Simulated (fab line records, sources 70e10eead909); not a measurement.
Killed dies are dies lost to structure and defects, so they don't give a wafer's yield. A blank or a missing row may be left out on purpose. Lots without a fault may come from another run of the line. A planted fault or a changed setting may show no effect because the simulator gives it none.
Chamber matching | flow nand_harc | NHARC_A_CHANNEL_HOLE_D1_DEP_01 on pecvd-02: 3 sister chambers
The step deposits SiON, target thk 140 nm. 22 wafers are shown with their chamber, then 11 later ones without.

WAFERS WITH THEIR CHAMBER
wafer  | chamber | heater_power_w (W)
L074.2 | 0       | 724
L074.3 | 1       | 688
L074.4 | 0       | 721
L075.1 | 1       | 653
L075.3 | 0       | 760
L075.4 | 2       | 905
L079.1 | 2       | 944
L079.4 | 1       | 593
L079.5 | 0       | 756
L080.2 | 1       | 583
L080.5 | 2       | 926
L080.6 | 0       | 715
L083.3 | 2       | 913
L083.4 | 0       | 754
L083.5 | 1       | 560
L084.1 | 2       | 874
L084.5 | 0       | 631
L084.6 | 1       | 655
L087.2 | 1       | 710
L087.3 | 2       | 900
L087.4 | 2       | 900
L088.2 | 0       | 653

SIGNATURES (means of the wafers above)
reading        | chamber 0 | chamber 1 | chamber 2 | scatter within a chamber
heater_power_w | 714.25    | 634.57    | 908.86    | 45
Rule: a wafer's distance from a chamber is the root of the sum, over the readings, of the square of ((its reading less the chamber's mean) divided by the reading's scatter). The wafer belongs to the nearest chamber; if the next one is less than 2 further off, it can't be placed. The scatter: the root of (the sum of the squares of (reading less its chamber's mean) over the shown wafers, divided by (wafers less chambers)).

WAFERS WITHOUT THEIR CHAMBER
wafer  | heater_power_w (W)
L088.5 | 564
L088.6 | 676
L092.1 | 931
L092.2 | 732
L092.5 | 935
L096.1 | 888
L096.3 | 592
L096.5 | 597
L097.2 | 688
L097.3 | 652
L097.4 | 822

WHICH CHAMBER EACH WENT THROUGH
wafer  | from the rows above     | in truth
L088.5 | can't be placed: 1 or 0 | 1
L088.6 | can't be placed: 0 or 1 | 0
L092.1 | 2                       | 2
L092.2 | can't be placed: 0 or 1 | 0
L092.5 | 2                       | 2
L096.1 | 2                       | 2
L096.3 | can't be placed: 1 or 0 | 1
L096.5 | can't be placed: 1 or 0 | 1
L097.2 | can't be placed: 0 or 1 | 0
L097.3 | can't be placed: 1 or 0 | 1
L097.4 | can't be placed: 2 or 0 | 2
Placed correctly: 3 of 11. Can't be placed from these rows: 8 (the true chamber is among the candidates in 8). Placed wrongly: 0.
